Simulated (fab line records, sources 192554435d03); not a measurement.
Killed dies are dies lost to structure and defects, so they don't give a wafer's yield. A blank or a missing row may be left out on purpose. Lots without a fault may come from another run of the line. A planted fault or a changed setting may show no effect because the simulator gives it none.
Chamber matching | flow n5_finfet | N5_HKMG_FIN_ALD_21 on ald_metal-04: 4 sister chambers
The step deposits TiN, target thk 1.5 nm, pulse time 1 s, purge time 3 s. 4 wafers are shown with their chamber, then 8 later ones without.

WAFERS WITH THEIR CHAMBER
wafer  | chamber | heater_power_w (W)
L083.3 | 1       | 920
L084.2 | 0       | 831
L084.6 | 2       | 777
L086.2 | 3       | 1113

WAFERS WITHOUT THEIR CHAMBER
wafer  | heater_power_w (W)
L086.4 | 769
L086.6 | 1114
L091.3 | 741
L091.4 | 1102
L091.6 | 1102
L097.1 | 767
L097.3 | 932
L097.5 | 766

WHICH CHAMBER EACH WENT THROUGH
wafer  | from the rows above | in truth
L086.4 | 2                   | 2
L086.6 | 3                   | 3
L091.3 | 2                   | 2
L091.4 | 3                   | 3
L091.6 | 3                   | 3
L097.1 | 2                   | 2
L097.3 | 1                   | 1
L097.5 | 2                   | 2
Placed correctly: 8 of 8. Can't be placed from these rows: 0. Placed wrongly: 0.
How it was worked out, from the rows above alone: a wafer's distance from a chamber is the root of the sum, over the readings, of the square of ((its reading less the chamber's mean) divided by the reading's scatter). The wafer belongs to the nearest chamber; if the next one is less than 2 further off, it can't be placed. A chamber's mean is the mean of its shown wafers. The scatter: with one shown wafer a chamber, the root of the mean of the squares of how far each hidden wafer lies from its nearest shown one.
